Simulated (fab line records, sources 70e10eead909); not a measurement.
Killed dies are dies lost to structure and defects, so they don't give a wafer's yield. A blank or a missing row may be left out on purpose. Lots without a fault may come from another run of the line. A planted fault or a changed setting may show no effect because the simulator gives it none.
One fault seen from 2 desks | flow nand_harc | each desk has only its own numbers; what lay behind them comes last

THE METROLOGY DESK
What the gauges read, lot by lot, whatever tool the lot ran on: means of the sampled wafers that have a number. A lot is out of limits, marked OUT, if its mean lies more than 4 standard deviations from the usual mean; the brackets give that distance.
Columns: A = thk_nm at NHARC_A_ONON_D1_THK_MEAS_05, usual 1002 nm; B = thk_nm at NHARC_A_ONON_D1_THK_MEAS_08, usual 1001 nm
lot  | first seen here | A    | B
L306 | day 8 00:11     | 1000 | 1012
L305 | day 8 00:12     | 1002 | 1004
L307 | day 8 19:40     | 1001 | 1006
L308 | day 8 19:40     | 986  | 993
L309 | day 9 05:47     | 1007 | 989
L314 | day 11 07:23    | 994  | 1008
L318 | day 13 18:57    | 993  | 1004
L319 | day 13 18:58    | 989  | 1009
L322 | day 14 18:07    | 998  | 1014
L323 | day 15 05:08    | 1007 | 1004
L324 | day 15 14:22    | 1006 | 1004
L326 | day 16 21:37    | 1020 | 997
L327 | day 16 21:38    | 995  | 1005
L328 | day 17 18:41    | 1002 | 1004
This desk's finding: nothing out of limits on any of the 14 lots.

THE DEFECT DESK
What the inspections along the route counted, lot by lot: means of the sampled wafers that have a number. A lot is out of limits, marked OUT, if its mean lies more than 4 standard deviations from the usual mean; the brackets give that distance.
Columns: A = raw_defect_count at NHARC_A_ONON_D1_INSPECT_32, usual 76
lot  | first seen here | A
L305 | day 8 12:28     | 99
L306 | day 8 12:29     | 49
L307 | day 9 07:54     | 82
L308 | day 9 08:07     | 68
L309 | day 9 21:09     | 61
L314 | day 11 21:54    | 94
L318 | day 14 07:34    | 330 (+9.1) OUT
L319 | day 14 07:47    | 366 (+10) OUT
L322 | day 15 06:28    | 354 (+9.9) OUT
L323 | day 15 17:29    | 69
L324 | day 16 06:44    | 122
L327 | day 17 13:16    | 61
L326 | day 17 13:17    | 64
L328 | day 18 07:00    | 90
This desk's finding: out of limits on L318, L319, L322; first on L318, day 14 07:34 (raw_defect_count at NHARC_A_ONON_D1_INSPECT_32). In limits: L305, L306, L307, L308, L309, L314, L323, L324, L327, L326, L328.

PUT TOGETHER
The defect desk could have raised an alarm at day 14 07:34, on L318, L319, L322.
The metrology desk saw nothing out of limits.
The metrology desk has L318, L319, L322 on record, within its limits.
Of the lots named, all ran NHARC_A_ONON_D1_DEP_28 on pecvd_onon-01.

WHAT THE SIMULATOR HAD PUT IN
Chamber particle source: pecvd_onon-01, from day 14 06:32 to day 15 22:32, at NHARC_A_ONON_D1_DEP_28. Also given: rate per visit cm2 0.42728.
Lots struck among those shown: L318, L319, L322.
Hours from the fault's start to each desk's first reading out of limits: the defect desk, 1.
